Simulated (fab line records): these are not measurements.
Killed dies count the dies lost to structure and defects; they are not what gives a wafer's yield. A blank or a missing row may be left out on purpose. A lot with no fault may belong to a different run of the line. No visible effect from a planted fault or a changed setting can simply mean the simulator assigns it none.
The tool behind it: which one?	flow nand_harc	24 lots with 72 wafers sampled at 6 steps, on a route of 1159 steps

== WHAT THE GAUGES SHOWED, per wafer ==
Not one reading of a measure or inspect step in the record can be checked against a usual standard deviation.

== TOOL THAT RAN EACH LOT (tool first, then ch and the chambers of the sampled wafers, then the start) ==
lot	NHARC_A_CHANNEL_HOLE_D1_ETCH_22	NHARC_A_CHANNEL_HOLE_D1_ETCH_25	NHARC_A_STAIRCASE_ETCH_15	NHARC_A_STAIRCASE_TRIM_189	NHARC_A_STAIRCASE_ETCH_190	NHARC_A_STAIRCASE_ETCH_192
L074	har_etch-02 ch 0,1, day 8 08:49	har_etch-02 ch 0,1, day 8 10:57	rie_diel-09 ch 0,3, no start	rie_diel-09 ch 1,2,3, no start	rie_diel-09 ch 0,1, no start	rie_diel-09 ch 0,2,3, no start
L076	har_etch-01 ch 0,1, day 8 19:58	har_etch-01 ch 0,1, day 8 22:01	rie_diel-07 ch 1,2,3, no start	rie_diel-10 ch 0,1, no start	rie_diel-10 ch 0,3, no start	rie_diel-10 ch 0,1,3, no start
L075	har_etch-02 ch 0,1, day 8 20:09	har_etch-02 ch 0,1, day 8 22:11	rie_diel-10 ch 1,2, no start	rie_diel-10 ch 1,3, no start	rie_diel-10 ch 0,2, no start	rie_diel-10 ch 0,2, no start
L078	har_etch-02 ch 0,1, day 9 05:20	har_etch-02 ch 0,1, day 9 07:20	rie_diel-07 ch 0,1, no start	rie_diel-10 ch 0,1, no start	rie_diel-10 ch 1,2, no start	rie_diel-10 ch 0,1, no start
L077	har_etch-01 ch 0,1, day 9 05:39	har_etch-01 ch 0,1, day 9 07:44	rie_diel-07 ch 0,3, no start	rie_diel-07 ch 1,2, no start	rie_diel-07 ch 0,1,2, no start	rie_diel-07 ch 0,2,3, no start
L080	har_etch-02 ch 0,1, day 9 22:54	har_etch-02 ch 0,1, day 10 00:56	rie_diel-07 ch 0,3, no start	rie_diel-10 ch 0,1,2, no start	rie_diel-10 ch 1,3, no start	rie_diel-10 ch 1,3, no start
L081	har_etch-01 ch 0,1, day 9 23:04	har_etch-01 ch 0,1, day 10 01:06	rie_diel-10 ch 0,1,2, no start	rie_diel-10 ch 0,2,3, no start	rie_diel-10 ch 0,2, no start	rie_diel-10 ch 0,3, no start
L079	har_etch-02 ch 0,1, day 10 03:16	har_etch-02 ch 0,1, day 10 05:22	rie_diel-07 ch 0,3, no start	rie_diel-10 ch 0,1,2, no start	rie_diel-10 ch 0,2, no start	rie_diel-10 ch 0,3, no start
L083	har_etch-01 ch 0,1, day 10 05:56	har_etch-01 ch 0,1, day 10 07:57	rie_diel-10 ch 0,3, no start	rie_diel-07 ch 0,1,3, no start	rie_diel-07 ch 1,3, no start	rie_diel-07 ch 0,2,3, no start
L082	har_etch-02 ch 0,1, day 10 07:12	har_etch-02 ch 0,1, day 10 09:13	rie_diel-10 ch 1,2,3, no start	rie_diel-09 ch 0,1,2, no start	rie_diel-09 ch 1,2,3, no start	rie_diel-09 ch 0,2,3, no start
L084	har_etch-01 ch 0,1, day 10 16:34	har_etch-01 ch 0,1, day 10 18:43	rie_diel-09 ch 0,1,2, no start	rie_diel-09 ch 1,2, no start	rie_diel-09 ch 0,1,3, no start	rie_diel-09 ch 0,3, no start
L087	har_etch-02 ch 0,1, day 11 09:26	har_etch-02 ch 0,1, day 11 11:28	rie_diel-10 ch 0,1,2, no start	rie_diel-09 ch 2,3, no start	rie_diel-09 ch 1,3, no start	rie_diel-09 ch 2,3, no start
L086	har_etch-01 ch 0,1, day 11 09:35	har_etch-01 ch 0,1, day 11 11:36	rie_diel-09 ch 1,2,3, no start	rie_diel-07 ch 0,1,2, no start	rie_diel-07 ch 0,2,3, no start	rie_diel-07 ch 0,1,3, no start
L085	har_etch-02 ch 0,1, day 12 09:53	har_etch-02 ch 0,1, day 12 11:54	rie_diel-09 ch 1,2,3, no start	rie_diel-07 ch 0,2,3, no start	rie_diel-07 ch 0,1,2, no start	rie_diel-07 ch 1,2, no start
L088	har_etch-01 ch 0,1, day 12 10:16	har_etch-01 ch 0,1, day 12 12:24	rie_diel-07 ch 0,2,3, no start	rie_diel-09 ch 0,2, no start	rie_diel-09 ch 1,2,3, no start	rie_diel-09 ch 1,2,3, no start
L091	har_etch-02 ch 1, day 12 16:23	har_etch-02 ch 1, day 12 18:26	rie_diel-07 ch 0,1,2, no start	rie_diel-09 ch 0,1, no start	rie_diel-09 ch 0,1,2, no start	rie_diel-09 ch 1,2,3, no start
L090	har_etch-01 ch 0,1, day 12 16:44	har_etch-01 ch 0,1, day 12 18:47	rie_diel-09 ch 1,3, no start	rie_diel-10 ch 0,3, no start	rie_diel-10 ch 1,2,3, no start	rie_diel-10 ch 0,3, no start
L089	har_etch-02 ch 0,1, day 12 20:45	har_etch-02 ch 0,1, day 12 22:53	rie_diel-07 ch 0,3, no start	rie_diel-10 ch 0,3, no start	rie_diel-10 ch 0,1, no start	rie_diel-10 ch 0,2,3, no start
L092	har_etch-01 ch 0,1, day 13 00:36	har_etch-01 ch 0,1, day 13 02:42	rie_diel-10 ch 0,1,3, no start	rie_diel-07 ch 1,2, no start	rie_diel-07 ch 0,1,3, no start	rie_diel-07 ch 0,1,3, no start
L093	har_etch-02 ch 0,1, day 13 02:26	har_etch-02 ch 0,1, day 13 04:31	rie_diel-10 ch 2,3, no start	rie_diel-07 ch 1,2,3, no start	rie_diel-07 ch 1,2,3, no start	rie_diel-07 ch 0,3, no start
L094	har_etch-01 ch 0,1, day 13 04:42	har_etch-01 ch 0,1, day 13 06:43	rie_diel-09 ch 0,2, no start	rie_diel-07 ch 1,2,3, no start	rie_diel-07 ch 0,1,2, no start	rie_diel-07 ch 0,1,2, no start
L096	har_etch-02 ch 0,1, day 13 18:16	har_etch-02 ch 0,1, day 13 20:18	rie_diel-07 ch 1,2,3, no start	rie_diel-07 ch 0,1,2, no start	rie_diel-07 ch 1,2,3, no start	rie_diel-07 ch 0,1,2, no start
L095	har_etch-02 ch 0,1, day 13 22:31	har_etch-02 ch 0,1, day 14 00:36	rie_diel-10 ch 0,2,3, no start	rie_diel-10 ch 0,1,2, no start	rie_diel-10 ch 0,2,3, no start	rie_diel-10 ch 1,2,3, no start
L097	har_etch-02 ch 0,1, day 14 04:57	har_etch-02 ch 0,1, day 14 07:04	rie_diel-10 ch 2,3, no start	rie_diel-10 ch 0,3, no start	rie_diel-10 ch 0,1,2, no start	rie_diel-10 ch 0,1, no start
- NHARC_A_CHANNEL_HOLE_D1_ETCH_22: etches the open film in C4F8/O2/Ar, time 666.7 s, target depth 1600 nm.
- NHARC_A_CHANNEL_HOLE_D1_ETCH_25: etches the open film in C4F8/O2/Ar, time 1040.2 s, target depth 1500 nm.
- NHARC_A_STAIRCASE_ETCH_15: etches the open film in C4F8/O2, target depth 100 nm, time 40.5 s.
- NHARC_A_STAIRCASE_TRIM_189: chemistry O2, time 211.2 s.
- NHARC_A_STAIRCASE_ETCH_190: etches the open film in C4F8/O2, target depth 100 nm, time 40.5 s.
- NHARC_A_STAIRCASE_ETCH_192: etches the open film in C4F8/O2, target depth 100 nm, time 40.5 s.

== AS READ BY THE TOOLS THEMSELVES (means over the sampled wafers that have a number; for cases with no such wafer, the mark the record gives instead) ==
NHARC_A_CHANNEL_HOLE_D1_ETCH_22.
lot	tool	c4f8_flow_sccm (sccm)	drypump_motor_current_A (A)	showerhead_plenum_p_Torr (Torr)	temp_c (C)	throttle_valve_pct (%)
L074	har_etch-02	88.82	6.4	3.66	-20.02	32.155
L076	har_etch-01	89.17	5.8	3.79	-20.02	32.155
L075	har_etch-02	89.61	6.4	3.65	-19.98	32.154
L078	har_etch-02	89.40	6.4	3.65	-20.03	32.146
L077	har_etch-01	89.04	5.8	3.79	-19.97	32.134
L080	har_etch-02	89.50	6.4	3.65	-19.98	32.159
L081	har_etch-01	89.26	5.8	3.79	-20.09	32.157
L079	har_etch-02	89.34	6.4	3.65	-19.96	32.153
L083	har_etch-01	89.24	5.8	3.79	-20.03	32.151
L082	har_etch-02	89.32	6.4	3.64	-19.86	32.152
L084	har_etch-01	89.14	5.8	3.78	-20.08	32.162
L087	har_etch-02	89.40	6.2	3.67	-20.07	32.159
L086	har_etch-01	89.33	5.4	3.75	-19.97	32.152
L085	har_etch-02	89.35	6.4	3.64	-20.12	32.160
L088	har_etch-01	89.46	5.9	3.77	-20.08	32.158
L091	har_etch-02	89.39	6.1	3.71	-20.11	32.157
L090	har_etch-01	88.83	5.8	3.77	-19.92	32.150
L089	har_etch-02	89.30	6.2	3.67	-20.03	32.151
L092	har_etch-01	89.57	5.8	3.77	-20.02	32.162
L093	har_etch-02	89.22	6.2	3.66	-19.98	32.162
L094	har_etch-01	89.48	5.4	3.74	-19.96	32.153
L096	har_etch-02	89.17	6.3	3.66	-20.03	32.163
L095	har_etch-02	88.86	6.2	3.66	-20.13	32.157
L097	har_etch-02	89.21	6.2	3.65	-19.98	32.150

NHARC_A_CHANNEL_HOLE_D1_ETCH_25.
lot	tool	c4f8_flow_sccm (sccm)	drypump_motor_current_A (A)	showerhead_plenum_p_Torr (Torr)	temp_c (C)	throttle_valve_pct (%)
L074	har_etch-02	94.09	6.4	3.65	-20.04	32.239
L076	har_etch-01	93.69	5.8	3.79	-20.07	32.233
L075	har_etch-02	93.86	6.4	3.65	-19.96	32.234
L078	har_etch-02	94.07	6.4	3.65	-19.95	32.228
L077	har_etch-01	93.46	5.9	3.78	-20.07	32.247
L080	har_etch-02	93.97	6.4	3.64	-19.96	32.237
L081	har_etch-01	94.00	5.8	3.78	-20.05	32.234
L079	har_etch-02	93.77	6.4	3.64	-20.04	32.232
L083	har_etch-01	94.22	5.8	3.78	-20.12	32.225
L082	har_etch-02	93.93	6.4	3.64	-20.05	32.232
L084	har_etch-01	93.77	5.8	3.78	-19.99	32.241
L087	har_etch-02	93.76	6.3	3.67	-20.03	32.243
L086	har_etch-01	93.90	5.5	3.75	-20.03	32.243
L085	har_etch-02	94.25	6.4	3.63	-19.96	32.236
L088	har_etch-01	93.96	5.8	3.77	-20.05	32.231
L091	har_etch-02	93.59	6.1	3.70	-20.04	32.232
L090	har_etch-01	93.91	5.8	3.77	-19.99	32.234
L089	har_etch-02	93.60	6.2	3.66	-19.93	32.234
L092	har_etch-01	94.02	5.8	3.76	-19.87	32.232
L093	har_etch-02	94.01	6.3	3.66	-19.88	32.238
L094	har_etch-01	93.50	5.5	3.74	-20.01	32.240
L096	har_etch-02	93.49	6.2	3.65	-20.03	32.240
L095	har_etch-02	93.90	6.2	3.65	-20.15	32.240
L097	har_etch-02	93.63	6.2	3.65	-20.06	32.233

NHARC_A_STAIRCASE_ETCH_15.
lot	tool	oes_product_au (a.u.)	rf_vpp_V (V)
L074	rie_diel-09	0.942	890
L076	rie_diel-07	0.942	903
L075	rie_diel-10	0.942	892
L078	rie_diel-07	0.947	899
L077	rie_diel-07	0.938	898
L080	rie_diel-07	0.957	899
L081	rie_diel-10	0.952	895
L079	rie_diel-07	0.946	898
L083	rie_diel-10	0.938	898
L082	rie_diel-10	0.929	896
L084	rie_diel-09	0.931	899
L087	rie_diel-10	0.941	896
L086	rie_diel-09	0.945	896
L085	rie_diel-09	0.950	896
L088	rie_diel-07	0.944	900
L091	rie_diel-07	0.947	901
L090	rie_diel-09	0.947	895
L089	rie_diel-07	0.937	898
L092	rie_diel-10	0.943	897
L093	rie_diel-10	0.932	894
L094	rie_diel-09	0.928	904
L096	rie_diel-07	0.936	901
L095	rie_diel-10	0.951	894
L097	rie_diel-10	0.955	891

NHARC_A_STAIRCASE_TRIM_189.
lot	tool	drypump_motor_current_A (A)	oes_product_au (a.u.)	rf_vpp_V (V)	showerhead_plenum_p_Torr (Torr)	throttle_valve_pct (%)
L074	rie_diel-09	5.6	0.996	58.1	3.54	17.036
L076	rie_diel-10	5.4	1.001	57.9	3.60	17.031
L075	rie_diel-10	5.4	1.001	58.2	3.62	17.033
L078	rie_diel-10	5.3	1.005	58.3	3.64	17.032
L077	rie_diel-07	5.4	1.002	58.6	3.74	17.031
L080	rie_diel-10	5.5	1.002	57.8	3.51	17.044
L081	rie_diel-10	5.5	1.002	57.4	3.49	17.028
L079	rie_diel-10	5.5	1.010	57.7	3.51	17.042
L083	rie_diel-07	5.9	0.999	57.8	3.63	17.035
L082	rie_diel-09	5.6	1.010	57.4	3.61	17.035
L084	rie_diel-09	5.9	1.008	58.8	3.55	17.029
L087	rie_diel-09	6.1	0.999	58.0	3.61	17.033
L086	rie_diel-07	5.5	0.998	58.2	3.66	17.039
L085	rie_diel-07	5.7	0.985	58.0	3.64	17.034
L088	rie_diel-09	5.7	0.999	58.3	3.74	17.030
L091	rie_diel-09	5.3	1.014	58.1	3.66	17.036
L090	rie_diel-10	5.4	1.008	57.6	3.57	17.042
L089	rie_diel-10	5.4	1.010	58.5	3.57	17.031
L092	rie_diel-07	5.5	0.995	57.9	3.70	17.034
L093	rie_diel-07	5.7	0.994	59.2	3.69	17.042
L094	rie_diel-07	5.8	0.995	57.8	3.68	17.041
L096	rie_diel-07	5.5	0.993	59.1	3.65	17.044
L095	rie_diel-10	5.5	1.013	57.4	3.50	17.044
L097	rie_diel-10	5.4	1.016	57.9	3.56	17.048

NHARC_A_STAIRCASE_ETCH_190.
lot	tool	oes_product_au (a.u.)	rf_vpp_V (V)
L074	rie_diel-09	0.947	889
L076	rie_diel-10	0.946	898
L075	rie_diel-10	0.957	896
L078	rie_diel-10	0.957	891
L077	rie_diel-07	0.953	900
L080	rie_diel-10	0.950	900
L081	rie_diel-10	0.924	891
L079	rie_diel-10	0.949	893
L083	rie_diel-07	0.915	901
L082	rie_diel-09	0.931	895
L084	rie_diel-09	0.930	897
L087	rie_diel-09	0.940	892
L086	rie_diel-07	0.936	901
L085	rie_diel-07	0.944	901
L088	rie_diel-09	0.951	895
L091	rie_diel-09	0.960	899
L090	rie_diel-10	0.951	896
L089	rie_diel-10	0.950	900
L092	rie_diel-07	0.943	898
L093	rie_diel-07	0.930	902
L094	rie_diel-07	0.944	901
L096	rie_diel-07	0.933	901
L095	rie_diel-10	0.962	894
L097	rie_diel-10	0.946	895

NHARC_A_STAIRCASE_ETCH_192.
lot	tool	oes_product_au (a.u.)	rf_vpp_V (V)
L074	rie_diel-09	0.940	895
L076	rie_diel-10	0.949	899
L075	rie_diel-10	0.954	891
L078	rie_diel-10	0.947	900
L077	rie_diel-07	0.950	900
L080	rie_diel-10	0.928	899
L081	rie_diel-10	0.933	898
L079	rie_diel-10	0.966	898
L083	rie_diel-07	0.929	900
L082	rie_diel-09	0.942	902
L084	rie_diel-09	0.934	904
L087	rie_diel-09	0.946	899
L086	rie_diel-07	0.941	899
L085	rie_diel-07	0.941	903
L088	rie_diel-09	0.946	896
L091	rie_diel-09	0.946	896
L090	rie_diel-10	0.942	897
L089	rie_diel-10	0.929	894
L092	rie_diel-07	0.941	900
L093	rie_diel-07	0.936	898
L094	rie_diel-07	0.949	901
L096	rie_diel-07	0.945	899
L095	rie_diel-10	0.956	895
L097	rie_diel-10	0.960	897

== THE ANSWER, worked out from the rows above alone ==
Rule: what is usual is taken from the lots themselves. The widest of any qualifying gaps counts: lots, ordered by their means at a reading, are off when they make up no more than a third of the lots, leave a main group of 4 or more, and stand apart from it by 3 or more times the standard deviation of that group's means. A main group whose means are all the same, to the digits that the tables above print for the reading, isn't used. Also off: a lot with no number at a reading for which 4 or more lots have one. All remaining lots with rows at the step are treated as sound. Order of review: gauges by route order, followed by the tools' own readings, for which a lot's mean as printed above is used. At the first step where some lot is off, the reading lying furthest off is the one used; lots without a number count as furthest.
No lot is off on any of the readings shown, so nothing can be concluded from this.

== WHAT WAS PUT IN BY THE SIMULATOR ==
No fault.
